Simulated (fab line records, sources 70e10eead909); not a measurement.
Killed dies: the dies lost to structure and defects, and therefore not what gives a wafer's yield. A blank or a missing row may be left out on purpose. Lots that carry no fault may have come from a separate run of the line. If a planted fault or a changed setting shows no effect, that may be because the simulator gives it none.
Which of the tools did it? ; flow nandHarc ; 22 lots with 66 wafers sampled at 6 steps, on a route of 1159 steps

WHAT THE GAUGES SHOWED, per wafer
NHARC_A_SGD_CUT_INSPECT_25.
lot;measured;on;rawDefectCount
L074;day 14 01:56;defectInspect-01;246 264 215
L076;day 14 11:18;defectInspect-02;204 221 213
L077;day 14 11:22;defectInspect-01;334 317 247
L075;day 14 11:48;defectInspect-01;300 337 386
L079;day 15 01:44;defectInspect-01;292 368 376
L080;day 15 08:53;defectInspect-01;465 566 636
L081;day 15 08:56;defectInspect-02;342 264 256
L078;day 15 08:59;defectInspect-02;272 304 374
L082;day 16 00:43;defectInspect-01;333 355 315
L083;day 16 04:03;defectInspect-01;342 209 409
L084;day 17 00:40;defectInspect-02;306 299 362
L085;day 17 00:43;defectInspect-02;422 313 256
L086;day 17 09:44;defectInspect-02;273 262 248
L088;day 17 09:44;defectInspect-01;354 344 274
L087;day 17 09:46;defectInspect-02;499 538 432
L089;day 17 21:27;defectInspect-02;174 239 293
L091;day 18 14:49;defectInspect-02;293 333 351
L094;day 18 20:13;defectInspect-01;219 188 276
L093;day 18 20:13;defectInspect-02;242 221 215
L095;day 19 09:49;defectInspect-01;348 313 383
L097;day 19 18:03;defectInspect-02;224 349 273
L096;day 19 23:15;defectInspect-01;411 356 323

NHARC_A_CONTACT_OVL_MEAS_43.
lot;measured;on;overlayXNm (nm);overlayYNm (nm)
L074;day 16 05:10;overlay-02;-0.5 -0.1 -0.5;-2.0 -1.3 -1.5
L076;day 16 17:53;overlay-02;-0.3 0.8 -0.3;-0.9 -0.9 -0.5
L077;day 16 13:34;overlay-02;-0.2 0.0 -0.3;-0.3 -0.2 -0.6
L075;day 16 13:25;overlay-02;-1.1 -1.1 -1.0;0.6 1.5 1.4
L079;day 17 02:34;overlay-01;-0.1 0.7 0.0;-0.7 -0.3 -0.7
L080;day 17 17:22;overlay-02;1.0 0.7 0.4;0.0 -0.3 -0.2
L081;day 17 15:07;overlay-02;-1.0 -0.8 -0.3;-0.7 -0.2 -0.1
L078;day 17 19:33;overlay-02;0.1 0.4 0.9;0.8 0.6 0.8
L082;day 18 08:47;overlay-02;-0.5 -0.7 -0.1;0.1 0.3 0.9
L083;day 18 07:56;overlay-02;1.2 0.7 1.2;0.8 0.5 0.0
L084;day 18 22:26;overlay-01;-0.4 -0.7 -0.7;-1.3 -0.7 -0.1
L085;day 18 22:06;overlay-02;1.6 1.1 1.1;0.0 0.2 -0.4
L086;day 19 11:53;overlay-02;-0.2 -0.7 -0.8;-0.4 -0.8 -0.4
L088;day 19 07:42;overlay-01;-0.4 -1.3 0.0;0.4 0.5 0.2
L087;day 19 07:32;overlay-01;-0.3 -1.2 -0.6;-0.6 -0.3 -0.6
L089;day 20 01:22;overlay-02;-0.2 0.0 -0.4;-0.3 0.4 0.3
L091;day 20 16:08;overlay-01;-1.0 -1.2 -1.5;-0.4 -0.7 -0.6
L094;day 20 18:10;overlay-01;-0.3 -0.4 -0.4;0.1 -0.1 -0.1
L093;day 20 18:22;overlay-01;0.1 0.4 0.4;1.3 0.1 0.5
L095;day 21 13:31;overlay-01;-1.2 -1.0 -0.5;1.5 1.9 1.4
L097;day 21 18:49;overlay-01;-0.7 -0.3 -0.7;-0.6 -0.3 -0.9
L096;day 21 23:53;overlay-01;-0.1 0.6 0.3;0.6 -0.1 0.0

EACH LOT AND THE TOOL THAT RAN IT (in order: tool; ch and the chambers of the sampled wafers; start)
lot;NHARC_A_SLIT_DEP_25;NHARC_A_SLIT_ETCH_24;NHARC_A_SLIT_STRIP_18;NHARC_A_WL_FILL_ETCHBACK_26
L074;pecvd-02 ch 1,2, day 14 01:59;rieDiel-13 ch 1,2, day 14 05:11;rieDiel-13 ch 0,3, day 15 16:32 or earlier;rieSi-04 ch 1,2,3, day 15 16:32
L076;pecvd-02 ch 0,2, day 14 11:22;rieDiel-13 ch 0,3, day 14 14:50;rieDiel-05 ch 1,2, day 16 03:52 or earlier;rieSi-04 ch 0,1,2, day 16 03:52
L077;pecvd-04 ch 0,1,2, day 14 11:26;rieDiel-05 ch 2,3, day 14 14:58;rieDiel-13 ch 0,1, day 16 03:53 or earlier;rieSi-05 ch 0,1, day 16 03:53
L075;pecvd-02 ch 0,2, day 14 11:52;rieDiel-13 ch 0,1, day 14 16:05;rieDiel-05 ch 0,2,3, day 16 03:52 or earlier;rieSi-03 ch 1,3, day 16 03:52
L079;pecvd-01 ch 0,1, day 15 01:51;rieDiel-03 ch 0,2,3, day 15 05:49;rieDiel-03 ch 1,2,3, day 16 16:16 or earlier;rieSi-04 ch 0,1,2, day 16 16:16
L080;pecvd-01 ch 0,1, day 15 09:33;rieDiel-13 ch 1,2, day 15 16:34;rieDiel-13 ch 0,1,3, day 17 04:04 or earlier;rieSi-05 ch 2,3, day 17 04:04
L081;pecvd-04 ch 0,1,2, day 15 09:39;rieDiel-03 ch 0,1,3, day 15 16:58;rieDiel-03 ch 0,1, day 17 04:04 or earlier;rieSi-03 ch 0,1, day 17 04:04
L078;pecvd-01 ch 0,2, day 15 09:47;rieDiel-05 ch 1,2, day 15 18:34;rieDiel-05 ch 0,2,3, day 17 08:00 or earlier;rieSi-04 ch 1,2, day 17 08:00
L082;pecvd-01 ch 1,2, day 16 00:47;rieDiel-03 ch 1,2,3, day 16 07:08;rieDiel-05 ch 0,2,3, day 17 16:17 or earlier;rieSi-04 ch 0,1,3, day 17 16:17
L083;pecvd-02 ch 0,1, day 16 04:09;rieDiel-13 ch 1,2,3, day 16 09:06;rieDiel-05 ch 0,1,2, day 17 16:17 or earlier;rieSi-05 ch 1,3, day 17 16:17
L084;pecvd-01 ch 0,2, day 17 00:46;rieDiel-03 ch 0,1,2, day 17 04:01;rieDiel-05 ch 0,1,3, day 18 11:10 or earlier;rieSi-03 ch 1,2,3, day 18 11:10
L085;pecvd-02 ch 0,2, day 17 00:57;rieDiel-13 ch 0,2,3, day 17 05:12;rieDiel-03 ch 0,2,3, day 18 11:10 or earlier;rieSi-04 ch 0,1,3, day 18 11:10
L086;pecvd-01 ch 0,1, day 17 09:48;rieDiel-05 ch 0,1,3, day 17 13:44;rieDiel-13 ch 0,1,2, day 19 00:28 or earlier;rieSi-05 ch 0,1,2, day 19 00:28
L088;pecvd-02 ch 1,2, day 17 09:48;rieDiel-13 ch 1,2, day 17 13:03;rieDiel-13 ch 1,3, day 18 21:53 or earlier;rieSi-04 ch 0,1,2, day 18 21:53
L087;pecvd-04 ch 0,2, day 17 09:50;rieDiel-05 ch 0,1,2, day 17 13:13;rieDiel-05 ch 0,1,3, day 18 21:52 or earlier;rieSi-05 ch 0,1, day 18 21:52
L089;pecvd-04 ch 0,1,2, day 17 21:31;rieDiel-13 ch 0,1,2, day 18 02:34;rieDiel-13 ch 0,1,3, day 19 12:05 or earlier;rieSi-03 ch 0,2,3, day 19 12:05
L091;pecvd-04 ch 0,1, day 18 15:08;rieDiel-13 ch 0,1,3, day 18 18:49;rieDiel-03 ch 0,1,2, day 20 01:50 or earlier;rieSi-03 ch 0,2,3, day 20 01:50
L094;pecvd-02 ch 1,2, day 18 20:17;rieDiel-03 ch 0,2,3, day 19 00:12;rieDiel-13 ch 0,1,2, day 20 07:37 or earlier;rieSi-05 ch 1,2,3, day 20 07:37
L093;pecvd-04 ch 1,2, day 18 20:19;rieDiel-13 ch 0,2, day 19 00:56;rieDiel-05 ch 0,2, day 20 07:37 or earlier;rieSi-03 ch 0,3, day 20 07:37
L095;pecvd-01 ch 0,1, day 19 09:53;rieDiel-05 ch 1,2,3, day 19 13:52;rieDiel-13 ch 0,2,3, day 20 23:19 or earlier;rieSi-03 ch 1,2,3, day 20 23:19
L097;pecvd-02 ch 0,1,2, day 19 18:10;rieDiel-03 ch 0,2, day 19 21:31;rieDiel-05 ch 1,3, day 21 09:00 or earlier;rieSi-03 ch 1,2, day 21 09:00
L096;pecvd-02 ch 0,1, day 19 23:22;rieDiel-05 ch 2,3, day 20 05:26;rieDiel-13 ch 1,3, day 21 13:58 or earlier;rieSi-04 ch 0,1, day 21 13:58
- NHARC_A_SLIT_DEP_25: deposits SiO2, target thk 200 nm.
- NHARC_A_SLIT_ETCH_24: etches the open film in CF4/CHF3, target depth 121 nm, time 60.5 s.
- NHARC_A_SLIT_STRIP_18: strips in O2.
- NHARC_A_WL_FILL_ETCHBACK_26: etches the open film in HBr, target depth 52 nm, time 13.3 s.

AS READ BY THE TOOLS THEMSELVES (means over the sampled wafers that have a number; for cases with no such wafer, the mark the record gives instead)
NHARC_A_SLIT_DEP_25.
lot;tool;heaterPowerW (W);susceptorTempC (C);throttleValvePct (%)
L074;pecvd-02;459;400.06;15.8
L076;pecvd-02;419;399.78;16.3
L077;pecvd-04;613;400.13;16.3
L075;pecvd-02;470;400.15;16.6
L079;pecvd-01;592;399.95;15.1
L080;pecvd-01;590;399.91;15.2
L081;pecvd-04;618;400.10;16.3
L078;pecvd-01;494;400.18;15.0
L082;pecvd-01;519;400.09;15.6
L083;pecvd-02;530;400.03;16.0
L084;pecvd-01;484;400.25;15.0
L085;pecvd-02;418;399.90;16.0
L086;pecvd-01;565;400.11;14.9
L088;pecvd-02;489;400.14;15.7
L087;pecvd-04;644;399.92;15.8
L089;pecvd-04;651;400.15;16.1
L091;pecvd-04;581;400.07;16.1
L094;pecvd-02;417;400.12;15.7
L093;pecvd-04;587;399.95;16.1
L095;pecvd-01;550;400.22;14.8
L097;pecvd-02;424;400.02;16.1
L096;pecvd-02;486;399.94;16.4

NHARC_A_SLIT_ETCH_24.
lot;tool;biasW (W);chamberPressureMTorr (mTorr);drypumpMotorCurrentA (A);oesProductAu (a.u.);rfVppV (V);showerheadPlenumPTorr (Torr);throttleValvePct (%)
L074;rieDiel-13;200.5;24.976;5.6;0.959;370.5;1.56;16.804
L076;rieDiel-13;199.7;25.000;5.8;0.968;371.4;1.62;16.807
L077;rieDiel-05;199.9;24.992;5.7;0.937;371.6;1.59;16.803
L075;rieDiel-13;200.2;24.985;5.8;0.970;372.6;1.61;16.804
L079;rieDiel-03;199.6;25.010;5.1;0.967;368.8;1.52;16.798
L080;rieDiel-13;200.6;24.989;5.6;0.980;369.5;1.55;16.807
L081;rieDiel-03;200.2;24.997;5.3;0.944;370.7;1.58;16.808
L078;rieDiel-05;200.0;24.996;5.2;0.984;371.3;1.61;16.800
L082;rieDiel-03;199.7;24.984;5.4;0.962;369.8;1.55;16.800
L083;rieDiel-13;199.6;24.996;5.5;0.966;369.7;1.57;16.802
L084;rieDiel-03;200.1;25.009;5.5;0.920;370.5;1.56;16.810
L085;rieDiel-13;199.9;24.996;5.5;0.969;370.9;1.58;16.810
L086;rieDiel-05;200.1;24.999;5.6;0.943;370.7;1.59;16.806
L088;rieDiel-13;200.1;24.991;5.6;0.980;370.0;1.55;16.799
L087;rieDiel-05;199.8;25.001;5.4;0.984;370.6;1.59;16.793
L089;rieDiel-13;200.1;24.996;5.5;0.946;369.8;1.57;16.803
L091;rieDiel-13;200.1;24.995;5.8;0.965;371.6;1.60;16.795
L094;rieDiel-03;199.9;25.002;5.1;0.963;369.9;1.52;16.795
L093;rieDiel-13;200.0;25.011;5.4;0.937;371.0;1.59;16.799
L095;rieDiel-05;200.0;25.008;5.5;0.980;370.7;1.59;16.807
L097;rieDiel-03;199.9;25.010;5.3;0.950;367.9;1.50;16.795
L096;rieDiel-05;199.4;25.012;5.5;0.973;371.3;1.58;16.798

NHARC_A_SLIT_STRIP_18.
lot;tool;chamberPressureMTorr (mTorr);drypumpMotorCurrentA (A);oesProductAu (a.u.);rfVppV (V);showerheadPlenumPTorr (Torr);throttleValvePct (%)
L074;rieDiel-13;60.04;5.7;1.002;58.0;3.63;17.041
L076;rieDiel-05;60.02;5.2;0.996;58.1;3.60;17.035
L077;rieDiel-13;60.04;5.8;1.008;57.4;3.57;17.040
L075;rieDiel-05;59.95;5.7;1.003;57.4;3.55;17.038
L079;rieDiel-03;59.98;5.4;0.999;57.9;3.47;17.042
L080;rieDiel-13;60.03;5.8;1.002;58.1;3.59;17.034
L081;rieDiel-03;60.03;5.7;0.995;57.9;3.64;17.041
L078;rieDiel-05;60.04;5.7;1.015;58.0;3.55;17.041
L082;rieDiel-05;60.01;5.7;1.018;57.4;3.55;17.040
L083;rieDiel-05;59.99;5.5;1.013;58.3;3.58;17.038
L084;rieDiel-05;60.01;5.6;1.010;57.4;3.56;17.035
L085;rieDiel-03;60.01;5.1;1.003;56.8;3.41;17.041
L086;rieDiel-13;60.00;5.5;1.002;58.0;3.53;17.037
L088;rieDiel-13;59.99;5.9;1.007;57.8;3.55;17.042
L087;rieDiel-05;59.99;5.6;1.013;58.0;3.56;17.037
L089;rieDiel-13;59.97;5.8;1.000;57.6;3.59;17.048
L091;rieDiel-03;59.99;5.5;0.988;57.8;3.50;17.033
L094;rieDiel-13;59.98;5.5;1.002;57.5;3.52;17.029
L093;rieDiel-05;60.01;5.6;1.018;57.9;3.56;17.032
L095;rieDiel-13;59.96;5.5;1.001;57.7;3.55;17.024
L097;rieDiel-05;59.90;5.3;1.007;58.0;3.58;17.035
L096;rieDiel-13;59.93;5.9;0.989;58.2;3.55;17.034

NHARC_A_WL_FILL_ETCHBACK_26.
lot;tool;biasW (W);chamberPressureMTorr (mTorr);drypumpMotorCurrentA (A);heBacksideLeakSccm (sccm);oesProductAu (a.u.);throttleValvePct (%)
L074;rieSi-04;59.96;14.991;5.5;2.65;0.988;23.263
L076;rieSi-04;60.17;15.005;5.4;2.70;0.993;23.261
L077;rieSi-05;59.89;15.016;5.5;2.76;0.994;23.286
L075;rieSi-03;59.91;14.986;5.2;2.86;0.998;23.271
L079;rieSi-04;60.03;14.984;5.4;2.65;0.989;23.264
L080;rieSi-05;60.05;14.995;5.9;2.63;0.990;23.277
L081;rieSi-03;59.95;15.013;5.4;2.81;1.002;23.262
L078;rieSi-04;59.85;14.994;5.5;2.74;1.000;23.267
L082;rieSi-04;59.93;14.991;5.5;2.75;0.997;23.257
L083;rieSi-05;59.93;14.996;6.2;2.27;0.988;23.268
L084;rieSi-03;60.10;14.988;5.4;2.82;1.006;23.266
L085;rieSi-04;59.87;15.007;5.5;2.72;0.992;23.276
L086;rieSi-05;60.02;15.001;5.6;2.73;1.006;23.278
L088;rieSi-04;59.95;15.007;5.4;2.73;0.989;23.271
L087;rieSi-05;59.99;14.998;5.7;2.54;1.001;23.263
L089;rieSi-03;59.94;15.011;5.7;2.78;1.021;23.266
L091;rieSi-03;59.86;15.003;5.7;2.96;1.012;23.255
L094;rieSi-05;60.13;15.011;6.0;2.50;0.996;23.272
L093;rieSi-03;60.06;15.003;5.8;2.85;1.012;23.258
L095;rieSi-03;60.05;15.013;5.4;2.84;1.016;23.264
L097;rieSi-03;60.02;14.987;5.4;2.90;1.012;23.280
L096;rieSi-04;59.87;15.013;5.3;2.92;1.001;23.261

THE ANSWER, worked out from the rows above alone
Rule: what is usual is taken from the lots themselves. Put in order of their means at a reading, lots are off if they are a third of the lots or fewer, leave a main group of 4 or more, and stand apart from it by a gap of 3 or more times the standard deviation of the main group's means; of several such gaps the widest counts. Not used: any main group whose means are identical at the precision the tables above print for the reading. A lot without any number at a reading at which 4 lots or more have one is off too. The other lots that the step has rows for count as sound. After the gauges, taken in route order, come the tools' own readings; for these a lot's mean is taken, as printed above. The first step at which some lot is off is used, and at that step the reading that is off furthest; a lot without a number counts as furthest.
Nothing can be told from this: no lot is off at any reading shown.

WHAT THE SIMULATOR PUT IN
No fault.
